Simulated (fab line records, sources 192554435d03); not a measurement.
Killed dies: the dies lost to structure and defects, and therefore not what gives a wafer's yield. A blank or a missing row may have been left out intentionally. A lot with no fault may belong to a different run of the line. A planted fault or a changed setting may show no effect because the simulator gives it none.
Chamber matching / flow n5 finfet / N5_BEOL_M7_CURE_75 on uv cure-01 has 3 sister chambers
The step cures SiCOH lowk, time 120 s. 6 wafers are shown with their chamber, then 9 later ones without.

EACH WAFER AND ITS CHAMBER
wafer=L080.5; chamber=1; wafer_temp_C_max=372.5; lamp power pct (%)=52.28
wafer=L080.6; chamber=1; wafer_temp_C_max=371.4; lamp power pct (%)=52.37
wafer=L087.5; chamber=2; wafer_temp_C_max=371.7; lamp power pct (%)=52.42
wafer=L087.6; chamber=2; wafer_temp_C_max=372.1; lamp power pct (%)=52.22
wafer=L089.4; chamber=0; wafer_temp_C_max=372.3; lamp power pct (%)=52.27
wafer=L089.5; chamber=0; wafer_temp_C_max=371.6; lamp power pct (%)=52.38

WAFERS WHOSE CHAMBER IS MISSING
wafer=L090.2; wafer_temp_C_max=371.4; lamp power pct (%)=52.27
wafer=L090.3; wafer_temp_C_max=371.7; lamp power pct (%)=52.30
wafer=L090.5; wafer_temp_C_max=371.2; lamp power pct (%)=52.25
wafer=L093.3; wafer_temp_C_max=371.3; lamp power pct (%)=52.44
wafer=L093.5; wafer_temp_C_max=371.8; lamp power pct (%)=52.31
wafer=L093.6; wafer_temp_C_max=371.9; lamp power pct (%)=52.19
wafer=L094.2; wafer_temp_C_max=371.7; lamp power pct (%)=52.35
wafer=L094.3; wafer_temp_C_max=372.0; lamp power pct (%)=52.34
wafer=L094.5; wafer_temp_C_max=371.6; lamp power pct (%)=52.27

THE CHAMBER EACH PASSED THROUGH
wafer=L090.2; from the rows above=can't be placed: 2 or 1 or 0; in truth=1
wafer=L090.3; from the rows above=can't be placed: 2 or 1 or 0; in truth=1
wafer=L090.5; from the rows above=can't be placed: 2 or 1 or 0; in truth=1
wafer=L093.3; from the rows above=can't be placed: 2 or 1 or 0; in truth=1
wafer=L093.5; from the rows above=can't be placed: 2 or 1 or 0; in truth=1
wafer=L093.6; from the rows above=can't be placed: 2 or 1 or 0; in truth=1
wafer=L094.2; from the rows above=can't be placed: 2 or 1 or 0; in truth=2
wafer=L094.3; from the rows above=can't be placed: 0 or 1 or 2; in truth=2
wafer=L094.5; from the rows above=can't be placed: 2 or 1 or 0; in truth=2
Correctly placed: 0 of 9. Cannot be placed on the basis of these rows: 9; the candidates contain the true chamber in 9. Placed wrongly: 0.
How it was worked out, from the rows above alone: a wafer's distance from a chamber is the root of the sum, over the readings, of the square of ((its reading less the chamber's mean) divided by the reading's scatter). The wafer belongs to the nearest chamber; if the next one is less than 2 further off, it can't be placed. Each chamber's mean is taken over the wafers shown for it. The scatter: the root of (the sum of the squares of (reading less its chamber's mean) over the shown wafers, divided by (wafers less chambers)).
